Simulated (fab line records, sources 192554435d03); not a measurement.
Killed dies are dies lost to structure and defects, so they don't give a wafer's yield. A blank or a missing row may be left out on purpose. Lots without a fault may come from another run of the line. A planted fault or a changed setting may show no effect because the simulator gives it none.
Chamber matching | flow n5_finfet | N5_BEOL_M1_CMP_52 on cmp-02: 4 sister chambers
The step polishes, stops on SiOC, t overpolish 6.8 s, target thk 40 nm. 8 wafers are shown with their chamber, then 8 later ones without.

WAFERS WITH THEIR CHAMBER
wafer  | chamber | motor_current_A (A) | slurry_flow_ml_min
L076.4 | 1       | 7.3                 | 150.4
L078.3 | 2       | 6.0                 | 149.5
L078.5 | 2       | 5.7                 | 149.3
L082.2 | 3       | 6.0                 | 150.0
L087.1 | 3       | 6.2                 | 150.6
L087.5 | 1       | 7.4                 | 150.0
L087.6 | 0       | 5.9                 | 149.2
L088.1 | 0       | 5.8                 | 150.0

WAFERS WITHOUT THEIR CHAMBER
wafer  | motor_current_A (A) | slurry_flow_ml_min
L088.2 | 6.0                 | 150.4
L088.5 | 6.0                 | 150.5
L093.3 | 6.9                 | 149.6
L093.5 | 5.9                 | 149.7
L093.6 | 6.1                 | 149.2
L091.3 | 6.0                 | 149.4
L091.4 | 6.2                 | 150.2
L091.5 | 5.9                 | 149.2

WHICH CHAMBER EACH WENT THROUGH
wafer  | from the rows above          | in truth
L088.2 | can't be placed: 3 or 0      | 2
L088.5 | can't be placed: 3 or 0      | 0
L093.3 | 1                            | 1
L093.5 | can't be placed: 0 or 2 or 3 | 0
L093.6 | can't be placed: 2 or 0 or 3 | 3
L091.3 | can't be placed: 2 or 0 or 3 | 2
L091.4 | 3                            | 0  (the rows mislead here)
L091.5 | can't be placed: 2 or 0      | 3
Placed correctly: 1 of 8. Can't be placed from these rows: 6 (the true chamber is among the candidates in 4). Placed wrongly: 1.
How it was worked out, from the rows above alone: a wafer's distance from a chamber is the root of the sum, over the readings, of the square of ((its reading less the chamber's mean) divided by the reading's scatter). The wafer belongs to the nearest chamber; if the next one is less than 2 further off, it can't be placed. A chamber's mean is the mean of its shown wafers. The scatter: the root of (the sum of the squares of (reading less its chamber's mean) over the shown wafers, divided by (wafers less chambers)).
